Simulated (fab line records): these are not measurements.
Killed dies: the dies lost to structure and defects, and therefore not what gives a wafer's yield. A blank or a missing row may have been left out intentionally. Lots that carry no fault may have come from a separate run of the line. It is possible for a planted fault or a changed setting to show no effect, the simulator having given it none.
Check for tools in common :: flow nandHarc :: Sampled: 5 lots, 11 wafers

== THE REASON FOR OPENING IT ==
Flagged at NHARC_END_SORT_01: reading killedDies, on 2 of 5 lots. Wafers without a fault read 28, standard deviation 9.3.
Rule: a lot is flagged in two cases, either no wafer of it has a number, or all its wafers with numbers fall more than 4 standard deviations from that mean. The rest of the lots are taken to be sound.

lot: L196
measured: day 20 09:37
on: prober-02
killedDies, wafer by wafer: 38 39 27
flag: 

lot: L205
measured: day 22 10:02
on: prober-01
killedDies, wafer by wafer: 87 68 93
flag: FLAGGED

lot: L207
measured: day 23 17:22
on: prober-02
killedDies, wafer by wafer: 79 84 74
flag: FLAGGED

lot: L208
measured: day 24 06:25
on: prober-02
killedDies, wafer by wafer: 21
flag: 

lot: L211
measured: day 24 15:58
on: prober-01
killedDies, wafer by wafer: 36
flag: 
Average over the flagged lots: 81; offset from the usual +53, equal to +6 standard deviations.

== LOT BY LOT: THE TOOL USED ==
Before the reading, the record contains 4 process steps out of a 1159-step route. Each cell gives the tool, then ch followed by the chambers the sampled wafers passed through, then the start.
lot: L196
flag: 
NHARC_A_ONON_D1_DEP_19: pecvdOnon-02 ch 0, day 9 07:25
NHARC_THIN_TSV_CMP_01: cmp-03 ch 0,3, day 19 15:51
NHARC_THIN_TSV_ANNEAL_52: rtpAnneal-02 ch 0, day 19 21:13
NHARC_THIN_TSV_PRE_CLEAN_54: pvdSputter-02, day 19 22:07

lot: L205
flag: FLAGGED
NHARC_A_ONON_D1_DEP_19: pecvdOnon-03 ch 0, day 11 07:06
NHARC_THIN_TSV_CMP_01: cmp-01 ch 0,1,3, day 21 20:26
NHARC_THIN_TSV_ANNEAL_52: rtpAnneal-02 ch 0, day 22 01:57
NHARC_THIN_TSV_PRE_CLEAN_54: pvdSputter-02, day 22 02:51

lot: L207
flag: FLAGGED
NHARC_A_ONON_D1_DEP_19: pecvdOnon-03 ch 0, day 12 02:07
NHARC_THIN_TSV_CMP_01: cmp-01 ch 0,1,3, day 23 00:17
NHARC_THIN_TSV_ANNEAL_52: rtpAnneal-01 ch 0, day 23 06:04
NHARC_THIN_TSV_PRE_CLEAN_54: pvdSputter-02, day 23 06:50

lot: L208
flag: 
NHARC_A_ONON_D1_DEP_19: pecvdOnon-01 ch 0, day 12 02:16
NHARC_THIN_TSV_CMP_01: cmp-03 ch 0,2,3, day 23 09:02
NHARC_THIN_TSV_ANNEAL_52: rtpAnneal-02 ch 0, day 23 15:17
NHARC_THIN_TSV_PRE_CLEAN_54: pvdSputter-03, day 23 16:07

lot: L211
flag: 
NHARC_A_ONON_D1_DEP_19: pecvdOnon-01 ch 0, day 13 01:51
NHARC_THIN_TSV_CMP_01: cmp-02 ch 0,1, day 23 19:29
NHARC_THIN_TSV_ANNEAL_52: rtpAnneal-02 ch 0, day 24 01:05
NHARC_THIN_TSV_PRE_CLEAN_54: pvdSputter-01, day 24 01:55
What these steps do:
- NHARC_A_ONON_D1_DEP_19: target thk 1000 nm.
- NHARC_THIN_TSV_CMP_01: polishes.
- NHARC_THIN_TSV_ANNEAL_52: time 90 s.
- NHARC_THIN_TSV_PRE_CLEAN_54: time 30 s.
- NHARC_END_SORT_01

== FLAGGED AGAINST TOTAL, ONE TOOL AT A TIME (gauges that did the reading follow at the end) ==
step: NHARC_A_ONON_D1_DEP_19
tool: pecvdOnon-01
lots run: 2
flagged: 0
share of the flagged lots: none
sound lots run after its first flagged lot: -

step: NHARC_A_ONON_D1_DEP_19
tool: pecvdOnon-02
lots run: 1
flagged: 0
share of the flagged lots: none
sound lots run after its first flagged lot: -

step: NHARC_A_ONON_D1_DEP_19
tool: pecvdOnon-03
lots run: 2
flagged: 2
share of the flagged lots: all
sound lots run after its first flagged lot: 0

step: NHARC_THIN_TSV_CMP_01
tool: cmp-01
lots run: 2
flagged: 2
share of the flagged lots: all
sound lots run after its first flagged lot: 0

step: NHARC_THIN_TSV_CMP_01
tool: cmp-02
lots run: 1
flagged: 0
share of the flagged lots: none
sound lots run after its first flagged lot: -

step: NHARC_THIN_TSV_CMP_01
tool: cmp-03
lots run: 2
flagged: 0
share of the flagged lots: none
sound lots run after its first flagged lot: -

step: NHARC_THIN_TSV_ANNEAL_52
tool: rtpAnneal-01
lots run: 1
flagged: 1
share of the flagged lots: some
sound lots run after its first flagged lot: 0

step: NHARC_THIN_TSV_ANNEAL_52
tool: rtpAnneal-02
lots run: 4
flagged: 1
share of the flagged lots: some
sound lots run after its first flagged lot: 2 (L208,L211)

step: NHARC_THIN_TSV_PRE_CLEAN_54
tool: pvdSputter-01
lots run: 1
flagged: 0
share of the flagged lots: none
sound lots run after its first flagged lot: -

step: NHARC_THIN_TSV_PRE_CLEAN_54
tool: pvdSputter-02
lots run: 3
flagged: 2
share of the flagged lots: all
sound lots run after its first flagged lot: 0

step: NHARC_THIN_TSV_PRE_CLEAN_54
tool: pvdSputter-03
lots run: 1
flagged: 0
share of the flagged lots: none
sound lots run after its first flagged lot: -

step: NHARC_END_SORT_01
tool: prober-01
lots run: 2
flagged: 1
share of the flagged lots: some
sound lots run after its first flagged lot: 1 (L211)

step: NHARC_END_SORT_01
tool: prober-02
lots run: 3
flagged: 1
share of the flagged lots: some
sound lots run after its first flagged lot: 1 (L208)

== WHAT IS ALLOWED BY THE TABLE ==
Every flagged lot was run by 3 rows of the table: pecvdOnon-03 at NHARC_A_ONON_D1_DEP_19, cmp-01 at NHARC_THIN_TSV_CMP_01 and pvdSputter-02 at NHARC_THIN_TSV_PRE_CLEAN_54.
- pecvdOnon-03 at NHARC_A_ONON_D1_DEP_19 ran 2 lots, 2 of them flagged. The start can't be narrowed down: in this sample, it ran no sound lot prior to its first flagged lot.
- cmp-01 at NHARC_THIN_TSV_CMP_01 ran 2 lots, 2 of them flagged. The start can't be narrowed down: in this sample, it ran no sound lot prior to its first flagged lot.
- pvdSputter-02 at NHARC_THIN_TSV_PRE_CLEAN_54 ran 3 lots, 2 of them flagged. It ran its last sound lot, L196, at day 19 22:07 and its first flagged lot, L205, at day 22 02:51: a fault with its onset between the two fits.
A lot count leaves these 3 tools indistinguishable: every one of them fits a fault beginning at some hour. More lots, or a look at what each step does to the wafer, might.

== WHAT HAD BEEN PUT IN BY THE SIMULATOR ==
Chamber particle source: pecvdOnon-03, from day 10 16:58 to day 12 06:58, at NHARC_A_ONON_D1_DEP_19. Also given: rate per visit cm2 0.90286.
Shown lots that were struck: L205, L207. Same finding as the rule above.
